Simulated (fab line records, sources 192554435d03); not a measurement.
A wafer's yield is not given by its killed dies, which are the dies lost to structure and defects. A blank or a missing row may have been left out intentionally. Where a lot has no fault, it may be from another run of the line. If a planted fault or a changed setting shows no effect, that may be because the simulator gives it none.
Which of the tools did it? || flow n5-finfet || 72 wafers from 24 lots sampled at 4 of the route's 1938 steps

== WHAT THE GAUGES READ, wafer by wafer ==
N5_BEOL_M5_OVL_MEAS_29. Usual: V4_OVL gives 0.2 nm (standard deviation 0.63).
{"lot": "L074", "measured": "day 8 01:19", "on": "overlay-01", "V4_OVL (nm)": "0.5 0.5 0.2", "flag": ""}
{"lot": "L076", "measured": "day 8 05:48", "on": "overlay-02", "V4_OVL (nm)": "-0.2 -0.3 -0.3", "flag": ""}
{"lot": "L075", "measured": "day 8 09:41", "on": "overlay-02", "V4_OVL (nm)": "1.5 1.0 1.7", "flag": ""}
{"lot": "L078", "measured": "day 9 05:17", "on": "overlay-01", "V4_OVL (nm)": "-0.9 -0.8 1.2", "flag": ""}
{"lot": "L077", "measured": "day 9 07:16", "on": "overlay-02", "V4_OVL (nm)": "0.8 -0.1 0.2", "flag": ""}
{"lot": "L079", "measured": "day 9 08:17", "on": "overlay-02", "V4_OVL (nm)": "-0.5 0.4 0.1", "flag": ""}
{"lot": "L080", "measured": "day 9 23:43", "on": "overlay-01", "V4_OVL (nm)": "-0.7 0.0 0.0", "flag": ""}
{"lot": "L081", "measured": "day 10 01:41", "on": "overlay-02", "V4_OVL (nm)": "1.2 0.0 0.2", "flag": ""}
{"lot": "L083", "measured": "day 10 06:44", "on": "overlay-01", "V4_OVL (nm)": "-0.3 0.5 0.5", "flag": ""}
{"lot": "L082", "measured": "day 10 09:26", "on": "overlay-01", "V4_OVL (nm)": "-0.7 -0.4 0.0", "flag": ""}
{"lot": "L084", "measured": "day 10 18:28", "on": "overlay-02", "V4_OVL (nm)": "0.0 -0.3 -0.7", "flag": ""}
{"lot": "L085", "measured": "day 10 18:17", "on": "overlay-02", "V4_OVL (nm)": "0.1 0.6 1.0", "flag": ""}
{"lot": "L086", "measured": "day 11 11:12", "on": "overlay-01", "V4_OVL (nm)": "-0.2 0.2 -0.7", "flag": ""}
{"lot": "L088", "measured": "day 11 11:22", "on": "overlay-01", "V4_OVL (nm)": "1.3 0.3 0.5", "flag": ""}
{"lot": "L087", "measured": "day 11 21:52", "on": "overlay-01", "V4_OVL (nm)": "1.0 -0.8 -0.4", "flag": ""}
{"lot": "L090", "measured": "day 12 03:38", "on": "overlay-01", "V4_OVL (nm)": "0.3 0.3 -0.1", "flag": ""}
{"lot": "L089", "measured": "day 12 04:47", "on": "overlay-02", "V4_OVL (nm)": "0.1 -0.2 0.0", "flag": ""}
{"lot": "L092", "measured": "day 12 05:01", "on": "overlay-01", "V4_OVL (nm)": "0.3 0.7 -0.2", "flag": ""}
{"lot": "L091", "measured": "day 12 10:35", "on": "overlay-02", "V4_OVL (nm)": "-0.1 -0.5 -0.3", "flag": ""}
{"lot": "L093", "measured": "day 13 00:55", "on": "overlay-02", "V4_OVL (nm)": "0.4 0.6 1.1", "flag": ""}
{"lot": "L095", "measured": "day 13 06:17", "on": "overlay-01", "V4_OVL (nm)": "0.1 1.1 -0.5", "flag": ""}
{"lot": "L094", "measured": "day 13 10:08", "on": "overlay-01", "V4_OVL (nm)": "0.5 1.5 0.9", "flag": ""}
{"lot": "L096", "measured": "day 14 00:09", "on": "overlay-02", "V4_OVL (nm)": "0.3 0.4 -0.8", "flag": ""}
{"lot": "L097", "measured": "day 13 22:44", "on": "overlay-01", "V4_OVL (nm)": "-0.4 -0.3 0.1", "flag": ""}

N5_BEOL_M5_CD_MEAS_35: target cd 28 nm, target cd y 24 nm. Usual: cd-nm reads 28.2 nm (standard deviation 0.4).
{"lot": "L074", "measured": "day 8 01:59", "on": "cd-sem-02", "cd-nm (nm)": "27.9 28.6 27.9", "flag": ""}
{"lot": "L076", "measured": "day 8 06:27", "on": "cd-sem-03", "cd-nm (nm)": "28.3 28.3 27.4", "flag": ""}
{"lot": "L075", "measured": "day 8 10:22", "on": "cd-sem-01", "cd-nm (nm)": "28.3 28.3 27.9", "flag": ""}
{"lot": "L078", "measured": "day 9 06:11", "on": "cd-sem-03", "cd-nm (nm)": "28.4 28.4 28.1", "flag": ""}
{"lot": "L077", "measured": "day 9 07:56", "on": "cd-sem-03", "cd-nm (nm)": "27.8 28.4 27.5", "flag": ""}
{"lot": "L079", "measured": "day 9 09:09", "on": "cd-sem-02", "cd-nm (nm)": "28.8 28.3 28.6", "flag": ""}
{"lot": "L080", "measured": "day 10 00:31", "on": "cd-sem-03", "cd-nm (nm)": "28.5 28.3 27.9", "flag": ""}
{"lot": "L081", "measured": "day 10 02:21", "on": "cd-sem-01", "cd-nm (nm)": "28.9 28.0 28.4", "flag": ""}
{"lot": "L083", "measured": "day 10 07:52", "on": "cd-sem-03", "cd-nm (nm)": "28.8 28.7 28.2", "flag": ""}
{"lot": "L082", "measured": "day 10 10:07", "on": "cd-sem-02", "cd-nm (nm)": "28.6 28.5 28.2", "flag": ""}
{"lot": "L084", "measured": "day 10 20:04", "on": "cd-sem-01", "cd-nm (nm)": "27.2 28.3 28.1", "flag": ""}
{"lot": "L085", "measured": "day 10 19:38", "on": "cd-sem-03", "cd-nm (nm)": "28.1 27.9 28.1", "flag": ""}
{"lot": "L086", "measured": "day 11 12:14", "on": "cd-sem-03", "cd-nm (nm)": "27.6 27.5 28.1", "flag": ""}
{"lot": "L088", "measured": "day 11 12:55", "on": "cd-sem-03", "cd-nm (nm)": "28.6 28.2 28.7", "flag": ""}
{"lot": "L087", "measured": "day 11 22:32", "on": "cd-sem-01", "cd-nm (nm)": "27.7 28.5 28.5", "flag": ""}
{"lot": "L090", "measured": "day 12 04:18", "on": "cd-sem-01", "cd-nm (nm)": "28.9 28.4 27.8", "flag": ""}
{"lot": "L089", "measured": "day 12 05:27", "on": "cd-sem-03", "cd-nm (nm)": "28.2 28.6 27.8", "flag": ""}
{"lot": "L092", "measured": "day 12 05:41", "on": "cd-sem-03", "cd-nm (nm)": "27.7 27.9 28.6", "flag": ""}
{"lot": "L091", "measured": "day 12 11:31", "on": "cd-sem-02", "cd-nm (nm)": "28.1 28.5 28.6", "flag": ""}
{"lot": "L093", "measured": "day 13 02:31", "on": "cd-sem-01", "cd-nm (nm)": "27.6 28.2 28.4", "flag": ""}
{"lot": "L095", "measured": "day 13 06:57", "on": "cd-sem-03", "cd-nm (nm)": "28.4 27.9 27.7", "flag": ""}
{"lot": "L094", "measured": "day 13 10:49", "on": "cd-sem-03", "cd-nm (nm)": "27.9 28.7 29.0", "flag": ""}
{"lot": "L096", "measured": "day 14 00:49", "on": "cd-sem-03", "cd-nm (nm)": "28.4 27.9 28.7", "flag": ""}
{"lot": "L097", "measured": "day 13 23:24", "on": "cd-sem-02", "cd-nm (nm)": "28.3 28.0 27.9", "flag": ""}

== WHAT TOOL EACH LOT RAN ON (gives the tool, then ch and the chambers of the sampled wafers, and finally the start) ==
{"lot": "L074", "N5_BEOL_M5_DESCUM_16": "rie-diel-03 ch 0,1,3, day 8 00:23", "N5_BEOL_M5_VIA_ETCH_34": "rie-diel-03 ch 1,2,3, day 8 01:35"}
{"lot": "L076", "N5_BEOL_M5_DESCUM_16": "rie-diel-03 ch 1,2,3, day 8 04:16", "N5_BEOL_M5_VIA_ETCH_34": "rie-diel-03 ch 1,2,3, day 8 06:04"}
{"lot": "L075", "N5_BEOL_M5_DESCUM_16": "rie-diel-05 ch 0,2,3, day 8 07:11", "N5_BEOL_M5_VIA_ETCH_34": "rie-diel-03 ch 0,1,2, day 8 09:58"}
{"lot": "L078", "N5_BEOL_M5_DESCUM_16": "rie-diel-02 ch 2,3, day 9 03:40", "N5_BEOL_M5_VIA_ETCH_34": "rie-diel-03 ch 0,3, day 9 05:48"}
{"lot": "L077", "N5_BEOL_M5_DESCUM_16": "rie-diel-02 ch 2,3, day 9 06:15", "N5_BEOL_M5_VIA_ETCH_34": "rie-diel-02 ch 0,2,3, day 9 07:32"}
{"lot": "L079", "N5_BEOL_M5_DESCUM_16": "rie-diel-05 ch 1,3, day 9 07:05", "N5_BEOL_M5_VIA_ETCH_34": "rie-diel-03 ch 3, day 9 08:39"}
{"lot": "L080", "N5_BEOL_M5_DESCUM_16": "rie-diel-05 ch 0,3, day 9 22:47", "N5_BEOL_M5_VIA_ETCH_34": "rie-diel-02 ch 1,2, day 10 00:07"}
{"lot": "L081", "N5_BEOL_M5_DESCUM_16": "rie-diel-03 ch 2,3, day 10 00:55", "N5_BEOL_M5_VIA_ETCH_34": "rie-diel-03 ch 0,1,2, day 10 01:58"}
{"lot": "L083", "N5_BEOL_M5_DESCUM_16": "rie-diel-03 ch 0,1,3, day 10 03:07", "N5_BEOL_M5_VIA_ETCH_34": "rie-diel-05 ch 0,1, day 10 07:29"}
{"lot": "L082", "N5_BEOL_M5_DESCUM_16": "rie-diel-03 ch 0,2, day 10 08:10", "N5_BEOL_M5_VIA_ETCH_34": "rie-diel-02 ch 1,2, day 10 09:43"}
{"lot": "L084", "N5_BEOL_M5_DESCUM_16": "rie-diel-03 ch 1,2,3, day 10 15:35", "N5_BEOL_M5_VIA_ETCH_34": "rie-diel-05 ch 1,3, day 10 19:41"}
{"lot": "L085", "N5_BEOL_M5_DESCUM_16": "rie-diel-02 ch 2,3, day 10 17:17", "N5_BEOL_M5_VIA_ETCH_34": "rie-diel-03 ch 1,2,3, day 10 19:09"}
{"lot": "L086", "N5_BEOL_M5_DESCUM_16": "rie-diel-03 ch 2,3, day 11 10:11", "N5_BEOL_M5_VIA_ETCH_34": "rie-diel-03 ch 2,3, day 11 11:51"}
{"lot": "L088", "N5_BEOL_M5_DESCUM_16": "rie-diel-05 ch 0,2,3, day 11 10:23", "N5_BEOL_M5_VIA_ETCH_34": "rie-diel-03 ch 2,3, day 11 12:25"}
{"lot": "L087", "N5_BEOL_M5_DESCUM_16": "rie-diel-05 ch 1,2, day 11 18:56", "N5_BEOL_M5_VIA_ETCH_34": "rie-diel-03 ch 0,1,3, day 11 22:08"}
{"lot": "L090", "N5_BEOL_M5_DESCUM_16": "rie-diel-05 ch 1,2, day 12 02:19", "N5_BEOL_M5_VIA_ETCH_34": "rie-diel-02 ch 1,2, day 12 03:54"}
{"lot": "L089", "N5_BEOL_M5_DESCUM_16": "rie-diel-05 ch 1,3, day 12 03:28", "N5_BEOL_M5_VIA_ETCH_34": "rie-diel-03 ch 0,1, day 12 05:04"}
{"lot": "L092", "N5_BEOL_M5_DESCUM_16": "rie-diel-03 ch 0,1,3, day 12 03:41", "N5_BEOL_M5_VIA_ETCH_34": "rie-diel-02 ch 0,3, day 12 05:17"}
{"lot": "L091", "N5_BEOL_M5_DESCUM_16": "rie-diel-02 ch 0,3, day 12 05:50", "N5_BEOL_M5_VIA_ETCH_34": "rie-diel-03 ch 0,1, day 12 11:02"}
{"lot": "L093", "N5_BEOL_M5_DESCUM_16": "rie-diel-02 ch 0,2,3, day 12 21:48", "N5_BEOL_M5_VIA_ETCH_34": "rie-diel-05 ch 2,3, day 13 02:07"}
{"lot": "L095", "N5_BEOL_M5_DESCUM_16": "rie-diel-03 ch 1,2, day 13 05:31", "N5_BEOL_M5_VIA_ETCH_34": "rie-diel-03 ch 0,1,3, day 13 06:34"}
{"lot": "L094", "N5_BEOL_M5_DESCUM_16": "rie-diel-03 ch 0,1,2, day 13 08:01", "N5_BEOL_M5_VIA_ETCH_34": "rie-diel-03 ch 1,2,3, day 13 10:25"}
{"lot": "L096", "N5_BEOL_M5_DESCUM_16": "rie-diel-05 ch 0,1,3, day 13 21:18", "N5_BEOL_M5_VIA_ETCH_34": "rie-diel-05 ch 0,2,3, day 14 00:25"}
{"lot": "L097", "N5_BEOL_M5_DESCUM_16": "rie-diel-03 ch 0,1, day 13 21:27", "N5_BEOL_M5_VIA_ETCH_34": "rie-diel-02 ch 0,2, day 13 23:01"}
- N5_BEOL_M5_DESCUM_16: chemistry O2, time 7 s.
- N5_BEOL_M5_VIA_ETCH_34: etches SiCOH lowk in C4F6/O2, target depth 88.3 nm, time 39.2 s.

== WHAT THE TOOLS THEMSELVES READ (means of the sampled wafers that have a number; where no wafer has one, the mark that the record gives instead) ==
N5_BEOL_M5_DESCUM_16. Usual: chamber-pressure-mTorr 19.998 mTorr, standard deviation 0.017; drypump-motor-current-A 5.7 A, standard deviation 0.55; oes-product-au 0.79 a.u., standard deviation 0.066; rf-vpp-V 243.2 V, standard deviation 1; showerhead-plenum-p-Torr 2.10 Torr, standard deviation 0.047; throttle-valve-pct 20.40 %, standard deviation 0.21.
{"lot": "L074", "tool": "rie-diel-03", "chamber-pressure-mTorr (mTorr)": 19.996, "drypump-motor-current-A (A)": 5.6, "oes-product-au (a.u.)": 0.86, "rf-vpp-V (V)": 243.7, "showerhead-plenum-p-Torr (Torr)": 2.10, "throttle-valve-pct (%)": 20.31, "flag": ""}
{"lot": "L076", "tool": "rie-diel-03", "chamber-pressure-mTorr (mTorr)": 19.985, "drypump-motor-current-A (A)": 5.7, "oes-product-au (a.u.)": 0.81, "rf-vpp-V (V)": 244.2, "showerhead-plenum-p-Torr (Torr)": 2.14, "throttle-valve-pct (%)": 20.34, "flag": ""}
{"lot": "L075", "tool": "rie-diel-05", "chamber-pressure-mTorr (mTorr)": 20.002, "drypump-motor-current-A (A)": 6.0, "oes-product-au (a.u.)": 0.79, "rf-vpp-V (V)": 243.3, "showerhead-plenum-p-Torr (Torr)": 2.07, "throttle-valve-pct (%)": 20.41, "flag": ""}
{"lot": "L078", "tool": "rie-diel-02", "chamber-pressure-mTorr (mTorr)": 19.974, "drypump-motor-current-A (A)": 5.7, "oes-product-au (a.u.)": 0.74, "rf-vpp-V (V)": 243.5, "showerhead-plenum-p-Torr (Torr)": 2.10, "throttle-valve-pct (%)": 20.69, "flag": ""}
{"lot": "L077", "tool": "rie-diel-02", "chamber-pressure-mTorr (mTorr)": 19.994, "drypump-motor-current-A (A)": 6.1, "oes-product-au (a.u.)": 0.72, "rf-vpp-V (V)": 242.6, "showerhead-plenum-p-Torr (Torr)": 2.11, "throttle-valve-pct (%)": 20.73, "flag": ""}
{"lot": "L079", "tool": "rie-diel-05", "chamber-pressure-mTorr (mTorr)": 19.988, "drypump-motor-current-A (A)": 5.9, "oes-product-au (a.u.)": 0.76, "rf-vpp-V (V)": 243.8, "showerhead-plenum-p-Torr (Torr)": 2.12, "throttle-valve-pct (%)": 20.40, "flag": ""}
{"lot": "L080", "tool": "rie-diel-05", "chamber-pressure-mTorr (mTorr)": 19.987, "drypump-motor-current-A (A)": 6.0, "oes-product-au (a.u.)": 0.75, "rf-vpp-V (V)": 242.9, "showerhead-plenum-p-Torr (Torr)": 2.04, "throttle-valve-pct (%)": 20.44, "flag": ""}
{"lot": "L081", "tool": "rie-diel-03", "chamber-pressure-mTorr (mTorr)": 20.008, "drypump-motor-current-A (A)": 6.3, "oes-product-au (a.u.)": 0.77, "rf-vpp-V (V)": 243.7, "showerhead-plenum-p-Torr (Torr)": 2.14, "throttle-valve-pct (%)": 20.39, "flag": ""}
{"lot": "L083", "tool": "rie-diel-03", "chamber-pressure-mTorr (mTorr)": 20.000, "drypump-motor-current-A (A)": 5.6, "oes-product-au (a.u.)": 0.83, "rf-vpp-V (V)": 243.5, "showerhead-plenum-p-Torr (Torr)": 2.10, "throttle-valve-pct (%)": 20.33, "flag": ""}
{"lot": "L082", "tool": "rie-diel-03", "chamber-pressure-mTorr (mTorr)": 20.002, "drypump-motor-current-A (A)": 5.4, "oes-product-au (a.u.)": 0.77, "rf-vpp-V (V)": 242.7, "showerhead-plenum-p-Torr (Torr)": 2.08, "throttle-valve-pct (%)": 20.52, "flag": ""}
{"lot": "L084", "tool": "rie-diel-03", "chamber-pressure-mTorr (mTorr)": 20.004, "drypump-motor-current-A (A)": 5.7, "oes-product-au (a.u.)": 0.79, "rf-vpp-V (V)": 243.7, "showerhead-plenum-p-Torr (Torr)": 2.14, "throttle-valve-pct (%)": 20.35, "flag": ""}
{"lot": "L085", "tool": "rie-diel-02", "chamber-pressure-mTorr (mTorr)": 19.994, "drypump-motor-current-A (A)": 5.7, "oes-product-au (a.u.)": 0.72, "rf-vpp-V (V)": 242.6, "showerhead-plenum-p-Torr (Torr)": 2.09, "throttle-valve-pct (%)": 20.71, "flag": ""}
{"lot": "L086", "tool": "rie-diel-03", "chamber-pressure-mTorr (mTorr)": 20.009, "drypump-motor-current-A (A)": 6.0, "oes-product-au (a.u.)": 0.72, "rf-vpp-V (V)": 243.9, "showerhead-plenum-p-Torr (Torr)": 2.14, "throttle-valve-pct (%)": 20.49, "flag": ""}
{"lot": "L088", "tool": "rie-diel-05", "chamber-pressure-mTorr (mTorr)": 20.000, "drypump-motor-current-A (A)": 6.0, "oes-product-au (a.u.)": 0.77, "rf-vpp-V (V)": 242.7, "showerhead-plenum-p-Torr (Torr)": 2.07, "throttle-valve-pct (%)": 20.46, "flag": ""}
{"lot": "L087", "tool": "rie-diel-05", "chamber-pressure-mTorr (mTorr)": 20.000, "drypump-motor-current-A (A)": 5.8, "oes-product-au (a.u.)": 0.76, "rf-vpp-V (V)": 243.7, "showerhead-plenum-p-Torr (Torr)": 2.12, "throttle-valve-pct (%)": 20.28, "flag": ""}
{"lot": "L090", "tool": "rie-diel-05", "chamber-pressure-mTorr (mTorr)": 19.998, "drypump-motor-current-A (A)": 5.8, "oes-product-au (a.u.)": 0.76, "rf-vpp-V (V)": 242.8, "showerhead-plenum-p-Torr (Torr)": 2.12, "throttle-valve-pct (%)": 20.27, "flag": ""}
{"lot": "L089", "tool": "rie-diel-05", "chamber-pressure-mTorr (mTorr)": 20.002, "drypump-motor-current-A (A)": 5.9, "oes-product-au (a.u.)": 0.74, "rf-vpp-V (V)": 243.0, "showerhead-plenum-p-Torr (Torr)": 2.11, "throttle-valve-pct (%)": 20.43, "flag": ""}
{"lot": "L092", "tool": "rie-diel-03", "chamber-pressure-mTorr (mTorr)": 19.994, "drypump-motor-current-A (A)": 5.6, "oes-product-au (a.u.)": 0.82, "rf-vpp-V (V)": 242.9, "showerhead-plenum-p-Torr (Torr)": 2.09, "throttle-valve-pct (%)": 20.35, "flag": ""}
{"lot": "L091", "tool": "rie-diel-02", "chamber-pressure-mTorr (mTorr)": 19.991, "drypump-motor-current-A (A)": 5.4, "oes-product-au (a.u.)": 0.77, "rf-vpp-V (V)": 243.3, "showerhead-plenum-p-Torr (Torr)": 2.07, "throttle-valve-pct (%)": 20.50, "flag": ""}
{"lot": "L093", "tool": "rie-diel-02", "chamber-pressure-mTorr (mTorr)": 19.999, "drypump-motor-current-A (A)": 5.7, "oes-product-au (a.u.)": 0.75, "rf-vpp-V (V)": 243.1, "showerhead-plenum-p-Torr (Torr)": 2.08, "throttle-valve-pct (%)": 20.56, "flag": ""}
{"lot": "L095", "tool": "rie-diel-03", "chamber-pressure-mTorr (mTorr)": 19.994, "drypump-motor-current-A (A)": 5.1, "oes-product-au (a.u.)": 0.89, "rf-vpp-V (V)": 243.9, "showerhead-plenum-p-Torr (Torr)": 2.14, "throttle-valve-pct (%)": 20.22, "flag": ""}
{"lot": "L094", "tool": "rie-diel-03", "chamber-pressure-mTorr (mTorr)": 20.003, "drypump-motor-current-A (A)": 5.3, "oes-product-au (a.u.)": 0.86, "rf-vpp-V (V)": 243.7, "showerhead-plenum-p-Torr (Torr)": 2.11, "throttle-valve-pct (%)": 20.32, "flag": ""}
{"lot": "L096", "tool": "rie-diel-05", "chamber-pressure-mTorr (mTorr)": 20.007, "drypump-motor-current-A (A)": 5.9, "oes-product-au (a.u.)": 0.81, "rf-vpp-V (V)": 243.7, "showerhead-plenum-p-Torr (Torr)": 2.07, "throttle-valve-pct (%)": 20.32, "flag": ""}
{"lot": "L097", "tool": "rie-diel-03", "chamber-pressure-mTorr (mTorr)": 20.008, "drypump-motor-current-A (A)": 5.1, "oes-product-au (a.u.)": 0.81, "rf-vpp-V (V)": 242.5, "showerhead-plenum-p-Torr (Torr)": 2.06, "throttle-valve-pct (%)": 20.45, "flag": ""}

N5_BEOL_M5_VIA_ETCH_34. Usual: chamber-pressure-mTorr 30.001 mTorr, standard deviation 0.028; drypump-motor-current-A 5.7 A, standard deviation 0.62; oes_f_703_au 0.80 a.u., standard deviation 0.07; oes-product-au 0.79 a.u., standard deviation 0.071; rf-vpp-V 671 V, standard deviation 14; showerhead-plenum-p-Torr 2.83 Torr, standard deviation 0.056; throttle-valve-pct 20.74 %, standard deviation 0.18.
{"lot": "L074", "tool": "rie-diel-03", "chamber-pressure-mTorr (mTorr)": 29.999, "drypump-motor-current-A (A)": 5.7, "oes_f_703_au (a.u.)": 0.82, "oes-product-au (a.u.)": 0.81, "rf-vpp-V (V)": 668, "showerhead-plenum-p-Torr (Torr)": 2.89, "throttle-valve-pct (%)": 20.67, "flag": ""}
{"lot": "L076", "tool": "rie-diel-03", "chamber-pressure-mTorr (mTorr)": 30.003, "drypump-motor-current-A (A)": 5.7, "oes_f_703_au (a.u.)": 0.82, "oes-product-au (a.u.)": 0.81, "rf-vpp-V (V)": 668, "showerhead-plenum-p-Torr (Torr)": 2.89, "throttle-valve-pct (%)": 20.67, "flag": ""}
{"lot": "L075", "tool": "rie-diel-03", "chamber-pressure-mTorr (mTorr)": 30.016, "drypump-motor-current-A (A)": 5.3, "oes_f_703_au (a.u.)": 0.83, "oes-product-au (a.u.)": 0.81, "rf-vpp-V (V)": 677, "showerhead-plenum-p-Torr (Torr)": 2.87, "throttle-valve-pct (%)": 20.78, "flag": ""}
{"lot": "L078", "tool": "rie-diel-03", "chamber-pressure-mTorr (mTorr)": 29.996, "drypump-motor-current-A (A)": 5.7, "oes_f_703_au (a.u.)": 0.85, "oes-product-au (a.u.)": 0.83, "rf-vpp-V (V)": 676, "showerhead-plenum-p-Torr (Torr)": 2.79, "throttle-valve-pct (%)": 20.73, "flag": ""}
{"lot": "L077", "tool": "rie-diel-02", "chamber-pressure-mTorr (mTorr)": 30.009, "drypump-motor-current-A (A)": 5.8, "oes_f_703_au (a.u.)": 0.77, "oes-product-au (a.u.)": 0.77, "rf-vpp-V (V)": 682, "showerhead-plenum-p-Torr (Torr)": 2.81, "throttle-valve-pct (%)": 20.78, "flag": ""}
{"lot": "L079", "tool": "rie-diel-03", "chamber-pressure-mTorr (mTorr)": 29.985, "drypump-motor-current-A (A)": 6.7, "oes_f_703_au (a.u.)": 0.84, "oes-product-au (a.u.)": 0.81, "rf-vpp-V (V)": 658, "showerhead-plenum-p-Torr (Torr)": 2.84, "throttle-valve-pct (%)": 20.52, "flag": ""}
{"lot": "L080", "tool": "rie-diel-02", "chamber-pressure-mTorr (mTorr)": 29.989, "drypump-motor-current-A (A)": 6.2, "oes_f_703_au (a.u.)": 0.75, "oes-product-au (a.u.)": 0.73, "rf-vpp-V (V)": 669, "showerhead-plenum-p-Torr (Torr)": 2.81, "throttle-valve-pct (%)": 20.95, "flag": ""}
{"lot": "L081", "tool": "rie-diel-03", "chamber-pressure-mTorr (mTorr)": 29.988, "drypump-motor-current-A (A)": 5.3, "oes_f_703_au (a.u.)": 0.81, "oes-product-au (a.u.)": 0.80, "rf-vpp-V (V)": 677, "showerhead-plenum-p-Torr (Torr)": 2.86, "throttle-valve-pct (%)": 20.80, "flag": ""}
{"lot": "L083", "tool": "rie-diel-05", "chamber-pressure-mTorr (mTorr)": 30.007, "drypump-motor-current-A (A)": 5.7, "oes_f_703_au (a.u.)": 0.72, "oes-product-au (a.u.)": 0.72, "rf-vpp-V (V)": 660, "showerhead-plenum-p-Torr (Torr)": 2.88, "throttle-valve-pct (%)": 20.69, "flag": ""}
{"lot": "L082", "tool": "rie-diel-02", "chamber-pressure-mTorr (mTorr)": 30.013, "drypump-motor-current-A (A)": 6.0, "oes_f_703_au (a.u.)": 0.78, "oes-product-au (a.u.)": 0.76, "rf-vpp-V (V)": 669, "showerhead-plenum-p-Torr (Torr)": 2.78, "throttle-valve-pct (%)": 20.88, "flag": ""}
{"lot": "L084", "tool": "rie-diel-05", "chamber-pressure-mTorr (mTorr)": 30.018, "drypump-motor-current-A (A)": 5.9, "oes_f_703_au (a.u.)": 0.76, "oes-product-au (a.u.)": 0.75, "rf-vpp-V (V)": 656, "showerhead-plenum-p-Torr (Torr)": 2.88, "throttle-valve-pct (%)": 20.81, "flag": ""}
{"lot": "L085", "tool": "rie-diel-03", "chamber-pressure-mTorr (mTorr)": 29.988, "drypump-motor-current-A (A)": 5.7, "oes_f_703_au (a.u.)": 0.80, "oes-product-au (a.u.)": 0.79, "rf-vpp-V (V)": 668, "showerhead-plenum-p-Torr (Torr)": 2.88, "throttle-valve-pct (%)": 20.70, "flag": ""}
{"lot": "L086", "tool": "rie-diel-03", "chamber-pressure-mTorr (mTorr)": 29.979, "drypump-motor-current-A (A)": 6.4, "oes_f_703_au (a.u.)": 0.78, "oes-product-au (a.u.)": 0.76, "rf-vpp-V (V)": 658, "showerhead-plenum-p-Torr (Torr)": 2.86, "throttle-valve-pct (%)": 20.65, "flag": ""}
{"lot": "L088", "tool": "rie-diel-03", "chamber-pressure-mTorr (mTorr)": 29.993, "drypump-motor-current-A (A)": 6.3, "oes_f_703_au (a.u.)": 0.78, "oes-product-au (a.u.)": 0.76, "rf-vpp-V (V)": 658, "showerhead-plenum-p-Torr (Torr)": 2.86, "throttle-valve-pct (%)": 20.65, "flag": ""}
{"lot": "L087", "tool": "rie-diel-03", "chamber-pressure-mTorr (mTorr)": 30.013, "drypump-motor-current-A (A)": 5.6, "oes_f_703_au (a.u.)": 0.83, "oes-product-au (a.u.)": 0.82, "rf-vpp-V (V)": 675, "showerhead-plenum-p-Torr (Torr)": 2.83, "throttle-valve-pct (%)": 20.69, "flag": ""}
{"lot": "L090", "tool": "rie-diel-02", "chamber-pressure-mTorr (mTorr)": 30.017, "drypump-motor-current-A (A)": 5.9, "oes_f_703_au (a.u.)": 0.77, "oes-product-au (a.u.)": 0.75, "rf-vpp-V (V)": 668, "showerhead-plenum-p-Torr (Torr)": 2.78, "throttle-valve-pct (%)": 20.90, "flag": ""}
{"lot": "L089", "tool": "rie-diel-03", "chamber-pressure-mTorr (mTorr)": 29.997, "drypump-motor-current-A (A)": 5.1, "oes_f_703_au (a.u.)": 0.84, "oes-product-au (a.u.)": 0.84, "rf-vpp-V (V)": 684, "showerhead-plenum-p-Torr (Torr)": 2.80, "throttle-valve-pct (%)": 20.80, "flag": ""}
{"lot": "L092", "tool": "rie-diel-02", "chamber-pressure-mTorr (mTorr)": 29.975, "drypump-motor-current-A (A)": 5.4, "oes_f_703_au (a.u.)": 0.81, "oes-product-au (a.u.)": 0.81, "rf-vpp-V (V)": 687, "showerhead-plenum-p-Torr (Torr)": 2.79, "throttle-valve-pct (%)": 20.60, "flag": ""}
{"lot": "L091", "tool": "rie-diel-03", "chamber-pressure-mTorr (mTorr)": 29.995, "drypump-motor-current-A (A)": 5.0, "oes_f_703_au (a.u.)": 0.84, "oes-product-au (a.u.)": 0.85, "rf-vpp-V (V)": 686, "showerhead-plenum-p-Torr (Torr)": 2.85, "throttle-valve-pct (%)": 20.76, "flag": ""}
{"lot": "L093", "tool": "rie-diel-05", "chamber-pressure-mTorr (mTorr)": 30.004, "drypump-motor-current-A (A)": 6.2, "oes_f_703_au (a.u.)": 0.80, "oes-product-au (a.u.)": 0.78, "rf-vpp-V (V)": 660, "showerhead-plenum-p-Torr (Torr)": 2.80, "throttle-valve-pct (%)": 21.03, "flag": ""}
{"lot": "L095", "tool": "rie-diel-03", "chamber-pressure-mTorr (mTorr)": 30.002, "drypump-motor-current-A (A)": 5.6, "oes_f_703_au (a.u.)": 0.82, "oes-product-au (a.u.)": 0.82, "rf-vpp-V (V)": 676, "showerhead-plenum-p-Torr (Torr)": 2.83, "throttle-valve-pct (%)": 20.71, "flag": ""}
{"lot": "L094", "tool": "rie-diel-03", "chamber-pressure-mTorr (mTorr)": 29.995, "drypump-motor-current-A (A)": 5.7, "oes_f_703_au (a.u.)": 0.87, "oes-product-au (a.u.)": 0.85, "rf-vpp-V (V)": 668, "showerhead-plenum-p-Torr (Torr)": 2.88, "throttle-valve-pct (%)": 20.59, "flag": ""}
{"lot": "L096", "tool": "rie-diel-05", "chamber-pressure-mTorr (mTorr)": 29.998, "drypump-motor-current-A (A)": 6.1, "oes_f_703_au (a.u.)": 0.83, "oes-product-au (a.u.)": 0.83, "rf-vpp-V (V)": 664, "showerhead-plenum-p-Torr (Torr)": 2.80, "throttle-valve-pct (%)": 20.82, "flag": ""}
{"lot": "L097", "tool": "rie-diel-02", "chamber-pressure-mTorr (mTorr)": 29.991, "drypump-motor-current-A (A)": 6.1, "oes_f_703_au (a.u.)": 0.74, "oes-product-au (a.u.)": 0.74, "rf-vpp-V (V)": 674, "showerhead-plenum-p-Torr (Torr)": 2.81, "throttle-valve-pct (%)": 20.87, "flag": ""}

== THE ANSWER, worked out from the rows above alone ==
Rule: lot off if the mean of its wafers having a number is beyond 3 standard deviations from the usual mean. Also off: a lot with no number at a reading for which 4 or more lots have one. Where the step has rows for the other lots, those lots are counted as sound. The gauges are gone through in route order, then the tools' own readings, and for those a lot's mean is taken as printed above. At the first step where some lot is off, the reading lying furthest off is the one used; lots without a number count as furthest.
Nothing can be told from this: no lot is off at any reading shown.

== WHAT HAD BEEN PUT IN BY THE SIMULATOR ==
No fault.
